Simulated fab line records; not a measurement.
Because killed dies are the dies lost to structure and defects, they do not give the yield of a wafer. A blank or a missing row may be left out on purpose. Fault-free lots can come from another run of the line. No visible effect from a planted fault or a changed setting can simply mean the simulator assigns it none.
Chamber matching	flow n5 finfet	4 sister chambers for N5_ILD0_LINER_00 on ald sin-01
The step material SiNx, target thk 4 nm, pulse time 1 s, purge time 2 s. 4 wafers are shown with their chamber, then 10 later ones without.

WAFERS, EACH WITH ITS CHAMBER
wafer	chamber	heater power w (W)
L088.3	0	1011
L088.6	2	862
L092.2	1	755
L092.4	3	792

WAFERS WITH NO CHAMBER GIVEN
wafer	heater power w (W)
L092.5	762
L094.2	780
L094.4	791
L094.6	970
L096.2	797
L096.4	855
L096.6	793
L097.2	978
L097.3	871
L097.4	971

THE CHAMBER EACH PASSED THROUGH
wafer	from the rows above	in truth
L092.5	can't be placed: 1 or 3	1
L094.2	can't be placed: 3 or 1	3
L094.4	can't be placed: 3 or 1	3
L094.6	0	0
L096.2	can't be placed: 3 or 1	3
L096.4	2	2
L096.6	can't be placed: 3 or 1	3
L097.2	0	0
L097.3	2	2
L097.4	0	0
Placed correctly: 5 of 10. Can't be placed from these rows: 5 (the true chamber is among the candidates in 5). Placed wrongly: 0.
How it was worked out, from the rows above alone: a wafer's distance from a chamber is the root of the sum, over the readings, of the square of ((its reading less the chamber's mean) divided by the reading's scatter). The wafer belongs to the nearest chamber; if the next one is less than 2 further off, it can't be placed. The mean given for a chamber averages the wafers shown for that chamber. The scatter: with one shown wafer a chamber, the root of the mean of the squares of how far each hidden wafer lies from its nearest shown one.
